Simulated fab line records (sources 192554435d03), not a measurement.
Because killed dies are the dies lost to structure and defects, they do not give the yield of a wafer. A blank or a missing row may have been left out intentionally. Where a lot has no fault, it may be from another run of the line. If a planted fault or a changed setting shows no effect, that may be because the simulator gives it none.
Which tool is to blame?    flow n5_finfet    10 lots with 30 wafers sampled at 3 steps, on a route of 1938 steps

## WHAT THE GAUGES READ, wafer by wafer
N5_PASSIVATION_OVL_MEAS_66.
lot   measured      on          PASS_OPEN_OVL (nm)
L161  day 12 17:13  overlay-01  0 2 2
L159  day 12 22:44  overlay-02  0 7 2
L162  day 13 03:39  overlay-01  2 3 1
L165  day 14 11:23  overlay-01  12 10 11
L166  day 14 07:41  overlay-02  -2 4 -1
L168  day 14 16:32  overlay-02  -11 -12 -9
L173  day 16 03:52  overlay-01  -4 1 0
L177  day 16 20:40  overlay-01  -1 6 1
L179  day 17 22:28  overlay-01  3 -1 0
L182  day 18 14:32  overlay-02  -6 -8 -5

## WHAT TOOL EACH LOT RAN ON (gives the tool, then ch and the chambers of the sampled wafers, and finally the start)
lot   N5_BEOL_M7_ETCH_41                  N5_PASSIVATION_DESCUM_32
L161  rie_diel-03 ch 0,2, day 9 16:15     rie_diel-01 ch 0,1, day 12 15:25
L159  rie_diel-06 ch 0,2, day 9 16:25     rie_diel-02 ch 1,2,3, day 12 21:03
L162  rie_diel-03 ch 0,1, day 9 23:53     rie_diel-04 ch 1,2, day 13 01:58
L165  rie_diel-05 ch 0,1,2, day 11 05:43  rie_diel-02 ch 0,3, day 14 09:35
L166  rie_diel-03 ch 0,1,3, day 11 09:12  rie_diel-01 ch 2,3, day 14 05:50
L168  rie_diel-05 ch 0,2, day 11 14:57    rie_diel-02 ch 0,1,3, day 14 14:50
L173  rie_diel-05 ch 0,1,3, day 12 20:05  rie_diel-02 ch 0,2,3, day 16 02:04
L177  rie_diel-05 ch 0,1,3, day 13 17:16  rie_diel-04 ch 1,2,3, day 16 18:42
L179  rie_diel-05 ch 0,3, day 14 20:35    rie_diel-01 ch 1,2, day 17 20:31
L182  rie_diel-05 ch 0,1,2, day 15 04:52  rie_diel-02 ch 0,1, day 18 12:51
- N5_BEOL_M7_ETCH_41: etches SiCN in CH3F/O2, target depth 31.9 nm, time 57.8 s.
- N5_PASSIVATION_DESCUM_32: chemistry O2, time 7.9 s.

## WHAT THE TOOLS THEMSELVES READ (means of the sampled wafers that have a number; where no wafer has one, the mark that the record gives instead)
N5_BEOL_M7_ETCH_41.
lot   tool         drypump_motor_current_A (A)  oes_product_au (a.u.)  rf_fwd_power_W (W)  rf_vpp_V (V)  showerhead_plenum_p_Torr (Torr)  throttle_valve_pct (%)
L161  rie_diel-03  5.46                         0.69                   392.3               296.1         1.97                             16.39
L159  rie_diel-06  5.36                         0.74                   390.7               298.4         2.05                             16.40
L162  rie_diel-03  5.71                         0.74                   392.8               297.7         2.03                             16.20
L165  rie_diel-05  5.41                         0.93                   391.9               297.6         2.02                             16.06
L166  rie_diel-03  5.44                         0.82                   392.2               297.7         2.05                             16.22
L168  rie_diel-05  5.23                         0.93                   391.4               297.8         2.04                             16.18
L173  rie_diel-05  5.25                         0.84                   391.4               298.2         1.99                             16.18
L177  rie_diel-05  5.25                         0.83                   391.1               297.5         1.99                             16.20
L179  rie_diel-05  5.22                         0.77                   392.9               296.8         2.00                             16.38
L182  rie_diel-05  5.38                         0.88                   391.8               297.2         2.00                             16.11

N5_PASSIVATION_DESCUM_32.
lot   tool         drypump_motor_current_A (A)  oes_product_au (a.u.)  rf_fwd_power_W (W)  rf_vpp_V (V)  showerhead_plenum_p_Torr (Torr)  throttle_valve_pct (%)
L161  rie_diel-01  5.3                          0.81                   49.65               244.0         2.13                             20.46
L159  rie_diel-02  5.8                          0.71                   49.66               242.8         2.09                             20.66
L162  rie_diel-04  6.1                          0.88                   49.70               241.2         2.04                             20.30
L165  rie_diel-02  5.2                          0.75                   49.89               243.6         2.08                             20.70
L166  rie_diel-01  5.9                          0.77                   49.64               242.4         2.07                             20.18
L168  rie_diel-02  5.7                          0.76                   49.69               243.4         2.08                             20.67
L173  rie_diel-02  5.5                          0.75                   49.76               243.9         2.11                             20.63
L177  rie_diel-04  5.8                          0.79                   49.82               241.6         2.02                             20.53
L179  rie_diel-01  5.2                          0.73                   49.75               242.1         2.05                             20.55
L182  rie_diel-02  6.3                          0.71                   49.86               243.6         2.08                             20.71

## THE ANSWER, worked out from the rows above alone
Rule: the usual values come from the lots themselves. The widest of any qualifying gaps counts: lots, ordered by their means at a reading, are off when they make up no more than a third of the lots, leave a main group of 4 or more, and stand apart from it by 3 or more times the standard deviation of that group's means. A main group whose means are all the same, to the digits that the tables above print for the reading, isn't used. Also off: a lot with no number at a reading for which 4 or more lots have one. All remaining lots with rows at the step are treated as sound. First the gauges in route order, then the tools' own readings, where a lot's mean is used as printed above. The first step at which some lot is off is used, and at that step the reading that is off furthest; a lot without a number counts as furthest.
Across all readings shown, no lot is off: no conclusion can be drawn from this.

## WHAT THE SIMULATOR HAD INSERTED
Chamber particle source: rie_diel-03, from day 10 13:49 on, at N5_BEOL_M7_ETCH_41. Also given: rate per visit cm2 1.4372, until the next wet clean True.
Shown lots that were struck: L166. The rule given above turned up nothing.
